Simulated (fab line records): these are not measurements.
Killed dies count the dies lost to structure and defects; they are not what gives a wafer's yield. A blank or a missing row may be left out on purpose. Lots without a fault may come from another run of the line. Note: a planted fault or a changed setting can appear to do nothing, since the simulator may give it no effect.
fab line records	flow n5Finfet
record lots=7	wafers=21
route steps=1938 shown BEOL_M9@1431 BEOL_M10@1494 BEOL_M11@1587 BEOL_M12@1637 BEOL_M13@1665 BEOL_M14@1722
startH: hours from the record's opening day to when the first of the lot's shown wafers began	waitH: hours elapsed since this lot's preceding step	" same as the row above	L1.1+2: a single row standing in for several wafers	- either no value or no given start	* or withheld: withheld	< > ~ a bound
route shown NAME@n: NAME is a module with steps in the file, n the number in the route of the first one	usual: the fault-free wafers' mean and standard deviation	same: alike in all rows	chamber/n: place in a boat	sites: readings site by site	_std_site: standard deviation across them	_edge_site: the outer-site mean with the inner-site mean subtracted	radiusMm: how far each site lies from the wafer's centre	mask NAME#n: copy n	behind: the most recent tool/chamber to have shaped the wafer	hold: cause of the lot's hold/its duration in hours/its outcome	device: which transistor (n, p or np) failed to switch	end of line: tests of these same wafers at the route's end	a step without rows: its recipe alone	killed: count of dies lost to structure and defects at first sort (not the wafer's yield)	map: shows each die of a wafer: x if killed, . if not, _ if none is there
set.NAME: the setting the step ran with; set.NAME@STEP: the setting that earlier step ran with	model.NAME: the simulator's own value behind a step, which no gauge read
lots run with intentionally changed settings; tables by step, rows by wafer
## steps
# step N5_BEOL_M9_EXPOSE_25
# recipe maskId=V8	na=0.33	sourceShape=annular	sigmaInner=0.4	sigmaOuter=0.8	polarization=unpolarized	doseMj=37.25
lot.wafer	tool	chamber	startH	waitH	mask	set.doseMj
L076.1+2	euvScanner-02	0	244.85	-	V8#0	37.25
L076.6	"	0	"	"	V8#0	38.22
L082.2+3+4	euvScanner-02	0	295.05	-	V8#0	37.25
L089.2+3+5	euvScanner-01	0	342.88	-	V8#0	37.25
L087.2+3+6	euvScanner-01	0	349.67	-	V8#0	37.25
L092.1+6	euvScanner-01	0	377.71	-	V8#0	36.34
L092.3	"	0	"	"	V8#0	37.25
L094.1	euvScanner-01	0	383.18	-	V8#0	36.14
L094.3+4	"	0	"	"	V8#0	37.25
L097.1	euvScanner-02	0	392.52	-	V8#0	37.25
L097.3+5	"	0	"	"	V8#0	35.25
# step N5_BEOL_M9_PEB_26
# recipe pebTempC=100	pebTimeS=60	resist=CAR-EUV
# step N5_BEOL_M9_DEVELOP_27
# recipe developTimeS=30	developer=TMAH	resist=CAR-EUV	rinseLiquid=surfactantRinse	dry=airSpin	devTempC=23
# step N5_BEOL_M9_CD_MEAS_28
# recipe targetCdNm=70	landingEnergyEv=500	detector=seInlens	polarity=opening
# usual cdNm=70.02/0.24
lot.wafer	tool	chamber	startH	waitH	set.doseMj@BEOL_M9_EXPOSE_25	cdNm
L076.1	cdSem-01	0	244.98	-	37.25	69.80
L076.2	"	0	"	"	37.25	70.08
L076.6	"	0	"	"	38.22	70.38
L082.2	cdSem-02	0	295.18	-	37.25	69.82
L082.3	"	0	"	"	37.25	69.66
L082.4	"	0	"	"	37.25	69.74
L089.2	cdSem-02	0	343.01	-	37.25	69.83
L089.3	"	0	"	"	37.25	69.68
L089.5	"	0	"	"	37.25	69.73
L087.2	cdSem-01	0	349.79	-	37.25	69.77
L087.3	"	0	"	"	37.25	70.23
L087.6	"	0	"	"	37.25	70.37
L092.1	cdSem-03	0	377.84	-	36.34	69.18
L092.3	"	0	"	"	37.25	69.74
L092.6	"	0	"	"	36.34	69.15
L094.1	cdSem-02	0	383.32	-	36.14	69.34
L094.3	"	0	"	"	37.25	69.84
L094.4	"	0	"	"	37.25	69.67
L097.1	cdSem-03	0	392.65	-	37.25	69.79
L097.3	"	0	"	"	35.25	68.29
L097.5	"	0	"	"	35.25	68.64
# step N5_BEOL_M9_ETCH_76
# recipe chemistry=N2/H2	target=underlayer	targetDepthA=65	maskMaterial=CAR-EUV	timeS=5.2	ionEnergyEv=200	pressureMtorr=30	sourceW=840	biasW=150	n2FlowSccm=200	h2FlowSccm=200	ends=cleared
# step N5_BEOL_M9_ETCH_65
# recipe chemistry=CF4	target=SiARC	targetDepthA=156	maskMaterial=CAR-EUV	timeS=26	ionEnergyEv=80	pressureMtorr=40	sourceW=545	biasW=36	Ar_flow_sccm=100	cf4FlowSccm=100	ends=cleared
# step N5_BEOL_M9_ETCH_66
# recipe chemistry=N2/H2	target=SOC	targetDepthA=800	overetchA=160	maskMaterial=SiARC	tempC=40	timeS=120	ionEnergyEv=200	pressureMtorr=30	sourceW=840	biasW=150	n2FlowSccm=200	h2FlowSccm=200
lot.wafer	tool	chamber	startH	waitH	set.spinRpm@BEOL_M9_COAT_63	model.etch.depthNm
L076.1	rieDiel-06	1	245.67	0.0	1500	59.81
L076.2	"	2	"	"	1500	59.68
L076.6	"	1	"	"	1500	59.9
L082.2	rieDiel-03	3	295.38	0.0	1500	60.05
L082.3	"	0	"	"	1500	59.76
L082.4	"	2	"	"	1500	59.95
L089.2	rieDiel-02	1	343.21	0.0	1500	59.86
L089.3	"	2	"	"	1405	61.66
L089.5	"	3	"	"	1405	61.99
L087.2	rieDiel-02	1	350.19	0.0	1500	59.9
L087.3	"	3	"	"	1500	60.01
L087.6	"	0	"	"	1500	60.03
L092.1	rieDiel-02	3	378.04	0.0	1500	59.85
L092.3	"	0	"	"	1500	59.96
L092.6	"	1	"	"	1500	59.87
L094.1	rieDiel-06	0	383.75	0.0	1594	58
L094.3	"	2	"	"	1594	57.92
L094.4	"	2	"	"	1500	59.71
L097.1	rieDiel-02	1	393.38	0.0	1500	59.99
L097.3	"	3	"	"	1500	59.89
L097.5	"	1	"	"	1500	59.81
# step N5_BEOL_M9_STRIP_69
# recipe chemistry=N2/H2	tempC=40	n2FlowSccm=200	h2FlowSccm=200	rfFrequencyHz=6e+07
# step N5_BEOL_M9_STRIP_77
# recipe chemistry=N2/H2	tempC=40	n2FlowSccm=200	h2FlowSccm=200	rfFrequencyHz=6e+07
# step N5_BEOL_M9_VIA_ETCH_34
# recipe chemistry=C4F6/O2	target=SiCOH_lowk	targetDepthA=1824	maskMaterial=SOC	taperDeg=4	timeS=68.4	ionEnergyEv=250	pressureMtorr=30	sourceW=345	biasW=185	Ar_flow_sccm=300	C4F6_flow_sccm=10	O2_flow_sccm=10
lot.wafer	tool	chamber	startH	waitH	set.spinRpm@BEOL_M9_COAT_63	model.SOC_of_BEOL_M9_COAT_63.thkNm
L076.1+6	rieDiel-06	1	245.77	0.0	1500	50.8
L076.2	"	2	"	"	1500	50.4
L082.2+4	rieDiel-03	3,2	295.48	0.0	1500	51
L082.3	"	0	"	"	1500	50.8
L089.2	rieDiel-02	1	343.31	0.0	1500	50.8
L089.3	"	2	"	"	1405	52.4
L089.5	"	3	"	"	1405	53
L087.2+3+6	rieDiel-02	1,3,0	350.29	0.0	1500	51
L092.1+3	rieDiel-02	3,0	378.14	0.0	1500	51
L092.6	"	1	"	"	1500	51.2
L094.1	rieDiel-06	0	383.85	0.0	1594	49
L094.3	"	2	"	"	1594	48.8
L094.4	"	2	"	"	1500	50.6
L097.1	rieDiel-02	1	393.48	0.0	1500	51.2
L097.3+5	"	3,1	"	"	1500	51
# step N5_BEOL_M10_COAT_63
# recipe resist=SOC	tempC=250	timeS=60	spinRpm=1500	resistThkNm=100
lot.wafer	tool	chamber	startH	waitH	set.spinRpm	model.SOC_of_BEOL_M10_COAT_63.thkNm
L076.1	lithoTrack-05	0	254.41	2.6	1564	97.6
L076.2	"	0	"	"	1500	100.2
L076.6	"	0	"	"	1500	100
L082.2+3	lithoTrack-04	0	301.78	1.1	1500	100.4
L082.4	"	0	"	"	1500	100.8
L089.2+3	lithoTrack-04	0	349.33	0.8	1500	100.2
L089.5	"	0	"	"	1500	100
L087.2	lithoTrack-03	0	360.44	3.0	1500	100.2
L087.3+6	"	0	"	"	1500	100
L092.1	lithoTrack-03	0	385.30	0.1	1408	103.8
L092.3	"	0	"	"	1500	100.2
L092.6	"	0	"	"	1408	103.2
L094.1	lithoTrack-05	0	391.17	0.0	1500	99.8
L094.3	"	0	"	"	1543	98.2
L094.4	"	0	"	"	1543	98.4
L097.1	lithoTrack-03	0	400.87	0.7	1500	100
L097.3	"	0	"	"	1355	104.8
L097.5	"	0	"	"	1355	105
# step N5_BEOL_M10_COAT_22
# recipe resist=CAR-ArF	spinRpm=1500	resistThkNm=90
lot.wafer	tool	chamber	startH	waitH	set.spinRpm	model.CAR-ArF_of_BEOL_M10_COAT_22.thkNm
L076.1	lithoTrack-05	0	-	-	1500	89.8
L076.2+6	"	0	"	"	1625	86.2
L082.2+3	lithoTrack-04	0	-	-	1500	90.4
L082.4	"	0	"	"	1500	90.2
L089.2	lithoTrack-04	0	-	-	1441	92.4
L089.3	"	0	"	"	1500	90.2
L089.5	"	0	"	"	1441	92
L087.2+3	lithoTrack-03	0	-	-	1500	89.8
L087.6	"	0	"	"	1500	90
L092.1	lithoTrack-03	0	-	-	1453	91.6
L092.3	"	0	"	"	1453	91.2
L092.6	"	0	"	"	1500	90
L094.1+3	lithoTrack-05	0	-	-	1500	90
L094.4	"	0	"	"	1500	89.8
L097.1+3+5	lithoTrack-03	0	-	-	1500	90
# step N5_BEOL_M10_EBR_24
# recipe solvent=PGMEA	ebrWidthMm=1.5
# step N5_BEOL_M10_SOFTBAKE_23
# recipe tempC=110	timeS=60	resist=CAR-ArF
# step N5_BEOL_M10_EXPOSE_25
# recipe maskId=V9	na=1.35	sourceShape=annular	sigmaInner=0.5	sigmaOuter=0.8	polarization=unpolarized	doseMj=85.5
# step N5_BEOL_M10_PEB_26
# recipe pebTempC=withheld	pebTimeS=60	resist=CAR-ArF
# step N5_BEOL_M10_DEVELOP_27
# recipe developTimeS=30	developer=TMAH	resist=CAR-ArF	rinseLiquid=diw	dry=airSpin	devTempC=23
lot.wafer	tool	chamber	startH	waitH	set.spinRpm@BEOL_M10_COAT_22	model.CAR-ArF_of_BEOL_M10_COAT_22.thkNm
L076.1	lithoTrack-03	0	-	-	1500	88
L076.2	"	0	"	"	1625	84.4
L076.6	"	0	"	"	1625	84.6
L082.2+3	lithoTrack-04	0	-	-	1500	88.8
L082.4	"	0	"	"	1500	88.6
L089.2	lithoTrack-03	0	-	-	1441	90.6
L089.3	"	0	"	"	1500	88.6
L089.5	"	0	"	"	1441	90.4
L087.2+3	lithoTrack-05	0	-	-	1500	88.2
L087.6	"	0	"	"	1500	88.4
L092.1	lithoTrack-03	0	-	-	1453	89.8
L092.3	"	0	"	"	1453	89.6
L092.6	"	0	"	"	1500	88.4
L094.1+3+4	lithoTrack-04	0	-	-	1500	88.2
L097.1+3+5	lithoTrack-04	0	-	-	1500	88.2
# step N5_BEOL_M10_DESCUM_33
# recipe chemistry=O2	timeS=7.9	sourcePowerW=50	biasPowerW=20	pressureMtorr=20	rfFrequencyHz=2.712e+07	tempC=40	resist=CAR-ArF	o2FlowSccm=225
# step N5_BEOL_M10_ETCH_65
# recipe chemistry=CF4	target=SiARC	targetDepthA=390	maskMaterial=CAR-ArF	timeS=65	ionEnergyEv=80	pressureMtorr=40	sourceW=545	biasW=36	Ar_flow_sccm=100	cf4FlowSccm=100	ends=cleared
# step N5_BEOL_M10_ETCH_66
# recipe chemistry=N2/H2	target=SOC	targetDepthA=1200	overetchA=240	maskMaterial=SiARC	tempC=40	timeS=180	ionEnergyEv=200	pressureMtorr=30	sourceW=840	biasW=150	n2FlowSccm=200	h2FlowSccm=200
lot.wafer	tool	chamber	startH	waitH	set.spinRpm@BEOL_M10_COAT_63	model.etch.depthNm
L076.1	rieDiel-04	2	255.34	0.0	1564	97.67
L076.2	"	1	"	"	1500	100.1
L076.6	"	0	"	"	1500	100
L082.2+3	rieDiel-05	1,3	302.20	0.0	1500	100.5
L082.4	"	2	"	"	1500	100.7
L089.2	rieDiel-04	3	349.87	0.0	1500	100.2
L089.3+5	"	1	"	"	1500	100.1
L087.2	rieDiel-01	1	360.86	0.0	1500	100.2
L087.3	"	3	"	"	1500	100
L087.6	"	2	"	"	1500	99.98
L092.1	rieDiel-05	0	385.85	0.0	1408	103.7
L092.3	"	2	"	"	1500	100.2
L092.6	"	0	"	"	1408	103.2
L094.1	rieDiel-05	1	391.72	0.0	1500	99.76
L094.3	"	0	"	"	1543	98.11
L094.4	"	2	"	"	1543	98.3
L097.1	rieDiel-01	3	401.42	0.0	1500	99.99
L097.3	"	2	"	"	1355	104.8
L097.5	"	1	"	"	1355	105
# step N5_BEOL_M10_STRIP_69
# recipe chemistry=N2/H2	tempC=40	n2FlowSccm=200	h2FlowSccm=200	rfFrequencyHz=6e+07
# step N5_BEOL_M10_VIA_ETCH_34
# recipe chemistry=C4F6/O2	target=SiCOH_lowk	targetDepthA=1845	maskMaterial=SOC	taperDeg=4	timeS=69.2	ionEnergyEv=250	pressureMtorr=30	sourceW=345	biasW=185	Ar_flow_sccm=300	C4F6_flow_sccm=10	O2_flow_sccm=10
lot.wafer	tool	chamber	startH	waitH	set.spinRpm@BEOL_M10_COAT_63	model.SOC_of_BEOL_M10_COAT_63.thkNm
L076.1	rieDiel-04	2	255.47	0.0	1564	89.8
L076.2+6	"	1,0	"	"	1500	92
L082.2+3	rieDiel-05	1,3	302.32	0.0	1500	92.4
L082.4	"	2	"	"	1500	92.8
L089.2	rieDiel-04	3	350.00	0.0	1500	92.2
L089.3+5	"	1	"	"	1500	92
L087.2	rieDiel-01	1	360.98	0.0	1500	92.2
L087.3	"	3	"	"	1500	92
L087.6	"	2	"	"	1500	91.8
L092.1	rieDiel-05	0	385.97	0.0	1408	95.8
L092.3	"	2	"	"	1500	91.8
L092.6	"	0	"	"	1408	95.2
L094.1	rieDiel-05	1	391.85	0.0	1500	91.8
L094.3	"	0	"	"	1543	90.2
L094.4	"	2	"	"	1543	90
L097.1	rieDiel-01	3	401.54	0.0	1500	92
L097.3	"	2	"	"	1355	96.6
L097.5	"	1	"	"	1355	97
# step N5_BEOL_M11_CURE_72
# recipe tempC=370	timeS=120	ambient=DMADMS/He	material=SiCOH_lowk
# usual lampPowerPct=52.32/0.055
lot.wafer	tool	chamber	startH	waitH	set.timeS	lampPowerPct
L076.1	uvCure-01	1	262.19	0.0	120	52.38
L076.2	"	1	"	"	120	52.38
L076.6	"	1	"	"	120	52.39
L082.2	uvCure-03	1	313.03	0.1	120	52.29
L082.3	"	1	"	"	120	52.28
L082.4	"	1	"	"	120	52.25
L089.2	uvCure-03	0	356.73	0.1	142.9	51.35
L089.3	"	0	"	"	142.9	51.29
L089.5	"	0	"	"	120	52.33
L087.2	uvCure-03	2	368.34	0.1	138.2	51.53
L087.3	"	2	"	"	138.2	51.58
L087.6	"	2	"	"	120	52.37
L092.1	uvCure-03	2	395.53	0.0	104.8	52.25
L092.3	"	2	"	"	120	52.33
L092.6	"	2	"	"	120	52.33
L094.1	uvCure-01	2	402.54	0.1	120	52.36
L094.3	"	2	"	"	120	52.32
L094.4	"	2	"	"	108.5	52.37
L097.1	uvCure-03	1	409.25	0.0	105	52.35
L097.3	"	1	"	"	120	52.33
L097.5	"	1	"	"	105	52.27
# step N5_BEOL_M12_ETCH_68
# recipe chemistry=N2/H2	target=SOC	maskMaterial=SiARC	sourceW=3000	biasW=350	tempC=40	timeS=285	ionEnergyEv=200	pressureMtorr=30	n2FlowSccm=200	h2FlowSccm=200
lot.wafer	tool	chamber	startH	waitH	set.timeS	model.SiARC_of_BEOL_M12_COAT_66.thkNm
L076.1	rieDiel-04	2	266.35	0.1	249.8	89
L076.2	"	1	"	"	285	85.4
L076.6	"	0	"	"	249.8	88.6
L082.2	rieDiel-04	1	318.87	0.1	285	85.8
L082.3	"	2	"	"	285	86.4
L082.4	"	3	"	"	285	85.4
L089.2	rieDiel-01	3	360.35	0.1	285	86.6
L089.3	"	2	"	"	246.2	88.6
L089.5	"	0	"	"	246.2	89.2
L087.2	rieDiel-01	3	372.87	0.1	306.6	84.4
L087.3	"	1	"	"	285	86.2
L087.6	"	0	"	"	306.6	83.8
L092.1	rieDiel-01	1	400.10	0.1	248.8	89.6
L092.3	"	3	"	"	248.8	89.4
L092.6	"	3	"	"	285	86.4
L094.1	rieDiel-01	2	406.55	0.1	285	85.2
L094.3	"	3	"	"	285	86.2
L094.4	"	0	"	"	285	86
L097.1+3	rieDiel-04	0,3	415.17	0.1	285	85.4
L097.5	"	0	"	"	319.4	82
# step N5_BEOL_M12_SPUTTER_43
# recipe material=TaN	targetThkA=150	tempC=50	biasV=168.6	powerW=15000	chamberPressurePa=0.12	timeS=24.19
lot.wafer	tool	chamber	startH	waitH	set.powerW	model.TaN_of_BEOL_M12_SPUTTER_43.thkNm
L076.1	pvdSputter-01	-	268.32	0.0	15000	15
L076.2+6	"	-	"	"	15000	14.8
L082.2+3	pvdSputter-01	-	320.43	0.0	15000	15.2
L082.4	"	-	"	"	15000	15.4
L089.2+3	pvdSputter-02	-	364.98	0.0	15000	15
L089.5	"	-	"	"	14230	14
L087.2	pvdSputter-02	-	375.97	0.0	15000	15
L087.3	"	-	"	"	13620	13.6
L087.6	"	-	"	"	13620	13.4
L092.1+6	pvdSputter-02	-	403.59	0.0	15000	14.8
L092.3	"	-	"	"	17130	17
L094.1+4	pvdSputter-03	-	408.21	0.0	16550	16.4
L094.3	"	-	"	"	15000	14.6
L097.1	pvdSputter-01	-	417.06	0.0	15000	15
L097.3	"	-	"	"	15000	14.8
L097.5	"	-	"	"	15000	14.6
# step N5_BEOL_M13_EXPOSE_07
# recipe maskId=V12	na=0.93	sourceShape=conventional	sigmaOuter=0.6	polarization=unpolarized	attpsmPhaseDeg=180	doseMj=24.8
lot.wafer	tool	chamber	startH	waitH	mask	set.doseMj
L076.1+2+6	krfScanner-02	0	270.21	-	V12#0	24.8
L082.2+3+4	krfScanner-02	0	322.10	-	V12#0	24.8
L089.2+5	krfScanner-01	0	366.47	-	V12#0	24.21
L089.3	"	0	"	"	V12#0	24.8
L087.2	krfScanner-02	0	377.86	-	V12#0	26.42
L087.3+6	"	0	"	"	V12#0	24.8
L092.1+6	krfScanner-02	0	405.28	-	V12#0	24.8
L092.3	"	0	"	"	V12#0	26.06
L094.1	krfScanner-02	0	410.43	-	V12#0	24.8
L094.3+4	"	0	"	"	V12#0	23.63
L097.1+3+5	krfScanner-01	0	418.67	-	V12#0	24.8
# step N5_BEOL_M13_PEB_08
# recipe pebTempC=130	pebTimeS=90
# step N5_BEOL_M13_DEVELOP_09
# recipe developTimeS=45	rinseLiquid=diw	dry=airSpin	devTempC=21
# step N5_BEOL_M13_HARDBAKE_14
# recipe tempC=130	timeS=120
# step N5_BEOL_M13_CD_MEAS_10
# recipe targetCdNm=190	landingEnergyEv=500	detector=seInlens	polarity=opening
# usual cdNm=190.3/1.2
lot.wafer	tool	chamber	startH	waitH	set.doseMj@BEOL_M13_EXPOSE_07	cdNm
L076.1	cdSem-02	0	270.38	-	24.8	191.5
L076.2	"	0	"	"	24.8	191.5
L076.6	"	0	"	"	24.8	191.3
L082.2	cdSem-01	0	322.27	-	24.8	191.6
L082.3	"	0	"	"	24.8	192.5
L082.4	"	0	"	"	24.8	192.0
L089.2	cdSem-02	0	366.64	-	24.21	186.5
L089.3	"	0	"	"	24.8	189.9
L089.5	"	0	"	"	24.21	186.8
L087.2	cdSem-03	0	378.03	-	26.42	195.9
L087.3	"	0	"	"	24.8	190.0
L087.6	"	0	"	"	24.8	189.2
L092.1	cdSem-01	0	405.46	-	24.8	191.4
L092.3	"	0	"	"	26.06	196.0
L092.6	"	0	"	"	24.8	190.7
L094.1	cdSem-01	0	410.60	-	24.8	191.3
L094.3	"	0	"	"	23.63	186.1
L094.4	"	0	"	"	23.63	185.8
L097.1	cdSem-02	0	418.84	-	24.8	191.1
L097.3	"	0	"	"	24.8	190.9
L097.5	"	0	"	"	24.8	191.5
# step N5_BEOL_M13_STRIP_71
# recipe chemistry=postEtchResidueRemover	timeS=60	tempC=25	removerPh=withheld	removerWaterWtPct=withheld	removerFluorideWtPct=withheld
# step N5_BEOL_M13_SRD_72
# recipe timeS=30	tempC=23	rinseLiquid=diw	dry=n2Spin	spinRpm=1500	dryTimeS=30
# step N5_BEOL_M13_CD_MEAS_17
# recipe targetCdNm=190	polarity=opening
# usual cdNm=190.6/1.3
lot.wafer	tool	chamber	startH	waitH	set.doseMj@BEOL_M13_EXPOSE_07	cdNm
L076.1	cdSem-02	-	271.16	0.0	24.8	190.1
L076.2	"	-	"	"	24.8	191.6
L076.6	"	-	"	"	24.8	191.2
L082.2	cdSem-03	-	322.88	0.0	24.8	191.9
L082.3	"	-	"	"	24.8	193.2
L082.4	"	-	"	"	24.8	193.2
L089.2	cdSem-01	-	367.32	0.0	24.21	186.0
L089.3	"	-	"	"	24.8	190.2
L089.5	"	-	"	"	24.21	187.5
L087.2	cdSem-01	-	378.64	0.0	26.42	196.7
L087.3	"	-	"	"	24.8	190.0
L087.6	"	-	"	"	24.8	189.7
L092.1	cdSem-01	-	406.08	0.0	24.8	191.3
L092.3	"	-	"	"	26.06	196.7
L092.6	"	-	"	"	24.8	191.6
L094.1	cdSem-01	-	411.22	0.0	24.8	190.9
L094.3	"	-	"	"	23.63	186.3
L094.4	"	-	"	"	23.63	184.3
L097.1	cdSem-03	-	419.46	0.0	24.8	191.6
L097.3	"	-	"	"	24.8	191.1
L097.5	"	-	"	"	24.8	191.9
# step N5_BEOL_M14_EXPOSE_07
# recipe maskId=V13	na=0.8	sourceShape=annular	sigmaInner=0.5	sigmaOuter=0.8	polarization=unpolarized	attpsmPhaseDeg=180	doseMj=57
lot.wafer	tool	chamber	startH	waitH	mask	set.doseMj
L076.1	krfScanner-02	0	275.64	-	V13#0	57
L076.2+6	"	0	"	"	V13#0	59.24
L082.2+3+4	krfScanner-02	0	328.14	-	V13#0	57
L089.2	krfScanner-02	0	371.48	-	V13#0	54.06
L089.3+5	"	0	"	"	V13#0	57
L087.2+6	krfScanner-01	0	387.34	-	V13#0	57
L087.3	"	0	"	"	V13#0	55.32
L092.1+3	krfScanner-01	0	410.51	-	V13#0	53.82
L092.6	"	0	"	"	V13#0	57
L094.1+3+4	krfScanner-02	0	415.85	-	V13#0	57
L097.1	krfScanner-01	0	423.88	-	V13#0	57
L097.3+5	"	0	"	"	V13#0	53.3
## key
split step=N5_BEOL_M9_EXPOSE_25	setting=doseMj	stated=37.25	by=wafer
response step=N5_BEOL_M9_CD_MEAS_28	reading=cdNm	change=+0.217	per=1%	r=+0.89
split step=N5_BEOL_M10_COAT_63	setting=spinRpm	stated=1500	by=wafer
response step=N5_BEOL_M10_COAT_63	reading=model.SOC_of_BEOL_M10_COAT_63.thkNm	change=-0.524	per=1%	r=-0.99
response step=N5_BEOL_M10_ETCH_66	reading=model.etch.depthNm	change=-0.521	per=1%	r=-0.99
response step=N5_BEOL_M10_VIA_ETCH_34	reading=model.SOC_of_BEOL_M10_COAT_63.thkNm	change=-0.529	per=1%	r=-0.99
split step=N5_BEOL_M10_COAT_22	setting=spinRpm	stated=1500	by=wafer
response step=N5_BEOL_M10_COAT_22	reading=model.CAR-ArF_of_BEOL_M10_COAT_22.thkNm	change=-0.446	per=1%	r=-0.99
response step=N5_BEOL_M10_DEVELOP_27	reading=model.CAR-ArF_of_BEOL_M10_COAT_22.thkNm	change=-0.43	per=1%	r=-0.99
split step=N5_BEOL_M11_CURE_72	setting=timeS	stated=120	by=wafer
response step=N5_BEOL_M11_CURE_72	reading=lampPowerPct	shape=bent	atLowest=*	atStated=*	atHighest=*
split step=N5_BEOL_M12_ETCH_68	setting=timeS	stated=285	by=wafer
response step=N5_BEOL_M12_ETCH_68	reading=model.SiARC_of_BEOL_M12_COAT_66.thkNm	change=-0.242	per=1%	r=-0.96
split step=N5_BEOL_M12_SPUTTER_43	setting=powerW	stated=15000	by=wafer
response step=N5_BEOL_M12_SPUTTER_43	reading=model.TaN_of_BEOL_M12_SPUTTER_43.thkNm	change=+0.164	per=1%	r=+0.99
split step=N5_BEOL_M13_EXPOSE_07	setting=doseMj	stated=24.8	by=wafer
response step=N5_BEOL_M13_CD_MEAS_10	reading=cdNm	change=+1.03	per=1%	r=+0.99
response step=N5_BEOL_M13_CD_MEAS_17	reading=cdNm	change=+1.1	per=1%	r=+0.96
split step=N5_BEOL_M14_EXPOSE_07	setting=doseMj	stated=57	by=wafer
response none in this file
split outsideThisFile step=N5_BEOL_M9_COAT_63 setting=spinRpm
# split outsideThisFile: this setting was split too, and the file shows its column; the key of that split is in another file
